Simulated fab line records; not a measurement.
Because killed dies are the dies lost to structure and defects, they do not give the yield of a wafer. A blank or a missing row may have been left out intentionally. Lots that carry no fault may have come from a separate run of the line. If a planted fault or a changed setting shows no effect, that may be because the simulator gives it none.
Code-filled problem report in 8D (eight disciplines) form	flow nand harc	the parts of the form that need people (team, actions taken, sign-off) are left out

== 1. THE ISSUE ==
raw defect count at NHARC_P_GATE_INSPECT_28 reads a mean of 855 on 6 wafers of 2 lots; wafers without a fault read 6 with a standard deviation of 3.2. That is +99 or more standard deviations from the usual mean.
The first sign was on wafer L836.1 at day 8 15:37, on defect inspect-02. The record has a number at this step for 36 wafers belonging to 12 lots. The rule behind "out" and "out of limits": a value lying over 4 standard deviations away from the usual mean. Any other wafer with a number is counted as sound.

== 2. WHAT THIS IS AND IS NOT ==
question	is	is not
which readings at this step	raw defect count	-
which lots	L836, L837	L821, L825, L828, L829, L830, L831, L833, L838, L843, L844
which wafers of those lots	all that have a number	-
read on which gauges	defect inspect-02	defect inspect-01
when	from day 8 15:37	up to then (21 sound wafers); but 9 sound wafers of L838, L843, L844 came after

== 3. SUSPECTS, AND WHAT RULES EACH OUT ==
Counting: a tool at a process step up to the reading stays a suspect if it ran every lot that is out and no sound lot after the first of them.
- the gauge at NHARC_P_GATE_INSPECT_28 has been ruled out. All the wafers that are out were read on defect inspect-02, but those of them that NHARC_END_SORT_01 has rows for are out there too, on other tools.
- acl dep-03 at NHARC_P_GATE_HM_DEP_102 (deposits aC, target thk 120 nm): kept. It processed each lot that is out, first L836 at day 8 14:10, and no sound lot thereafter; up to then, the last sound lot it processed was L828 at day 6 03:00.
Remaining after the count: acl dep-03 at NHARC_P_GATE_HM_DEP_102.

== 4. THE CAUSE (what the simulator had put in) ==
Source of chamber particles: acl dep-03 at NHARC_P_GATE_HM_DEP_102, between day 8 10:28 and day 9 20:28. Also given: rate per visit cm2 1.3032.
Only this tool survived the counting.

== 5. THE EFFECT CHAIN, in route order ==
Each row: a reading where the mean over the struck wafers with a number is more than 3 standard deviations away from the usual. Scope: only readings with a usual standard deviation given in the record; hours: median across lots of the time from each lot's start at the first step in this table that gives one to its start at this step; sigmas: change in usual standard deviations.
hours	step	reading	usual	on struck wafers	change	sigmas
0	NHARC_P_GATE_INSPECT_28	raw defect count	6	855	+849	+99 or more
19	NHARC_P_GATE_INSPECT_68	raw defect count	202	1078	+876	+14
363	NHARC_END_SORT_01	killed at periphery	3.5	66.3	+62.8	+22
363	NHARC_END_SORT_01	killed dies	33	100	+67	+5.6

== 6. HOW IT WOULD HAVE BEEN CAUGHT EARLIER ==
Counted from the fault's start at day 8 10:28, it took 5 hours until the first out-of-limits reading at a measuring or inspecting step in this record, taken at day 8 15:37.
An alarm limit of 4 standard deviations would not have fired on the tool readings at NHARC_P_GATE_HM_DEP_102 for which the record gives a usual standard deviation, since none of them was out on any struck wafer.
By day 8 15:37 the whole set of lots that are out, 2 in number, had already begun NHARC_P_GATE_HM_DEP_102 on acl dep-03. None of them would have been spared by holding the tool at that moment.
